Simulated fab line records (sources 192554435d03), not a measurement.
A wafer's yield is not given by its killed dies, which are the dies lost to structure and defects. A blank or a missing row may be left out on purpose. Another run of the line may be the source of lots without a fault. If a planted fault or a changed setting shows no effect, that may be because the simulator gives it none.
Matching of chambers    flow n5 finfet    pecvd-01 running N5_FIN_SAQP_HM_DEP_03: 3 sister chambers
The step deposits SiNx from SiH4/NH3/N2, target thk 38 nm, time 33.6 s. 18 wafers are shown with their chamber, then 9 later ones without.

## WAFERS PAIRED WITH THEIR CHAMBERS
wafer   chamber  throttle valve pct (%)  showerhead plenum p Torr (Torr)  heater power w (W)
L077.1  0        40.6                    5.11                             777
L077.2  2        37.3                    5.17                             770
L077.4  1        39.6                    5.02                             638
L078.1  0        40.9                    5.10                             773
L078.2  2        37.3                    5.20                             941
L078.6  2        37.2                    5.19                             909
L080.2  0        41.2                    5.10                             781
L080.3  2        37.6                    5.20                             873
L080.4  1        39.4                    5.03                             634
L082.2  2        37.5                    5.20                             852
L082.3  0        40.7                    5.11                             701
L082.6  1        39.6                    5.04                             684
L083.3  1        39.5                    5.05                             593
L083.4  2        37.6                    5.20                             846
L083.5  0        41.1                    5.11                             736
L086.1  2        37.7                    5.19                             913
L086.2  0        41.0                    5.12                             762
L086.5  2        37.7                    5.19                             910

SIGNATURES (averages over the wafers above)
reading                   chamber 0  chamber 1  chamber 2  scatter within a chamber
throttle valve pct        40.917     39.525     37.487     0.194
showerhead plenum p Torr  5.1083     5.0350     5.1925     0.0101
heater power w            755.00     637.25     876.75     44.4
Rule: distance of a wafer from a chamber = root of the sum over the readings of ((wafer's reading minus chamber's mean) / reading's scatter) squared. The wafer belongs to the nearest chamber; if the next one is less than 2 further off, it can't be placed. The scatter: take each reading less its chamber's mean, square it, sum over the shown wafers, divide by the number of wafers less the number of chambers, and take the root.

## WAFERS WITHOUT THEIR CHAMBER
wafer   throttle valve pct (%)  showerhead plenum p Torr (Torr)  heater power w (W)
L089.2  38.0                    5.19                             834
L089.4  39.6                    5.05                             721
L089.6  41.0                    5.11                             733
L090.1  39.8                    5.04                             690
L090.2  41.2                    5.10                             771
L090.6  41.0                    5.11                             756
L092.1  41.2                    5.10                             802
L092.2  39.9                    5.04                             709
L092.4  37.9                    5.20                             833

## WHICH CHAMBER EACH WENT THROUGH
wafer   from the rows above  in truth
L089.2  2                    2
L089.4  1                    1
L089.6  0                    0
L090.1  1                    1
L090.2  0                    0
L090.6  0                    0
L092.1  0                    0
L092.2  1                    1
L092.4  2                    2
9 of 9 placed correctly. Left unplaced by these rows: 0. Wrongly placed: 0.
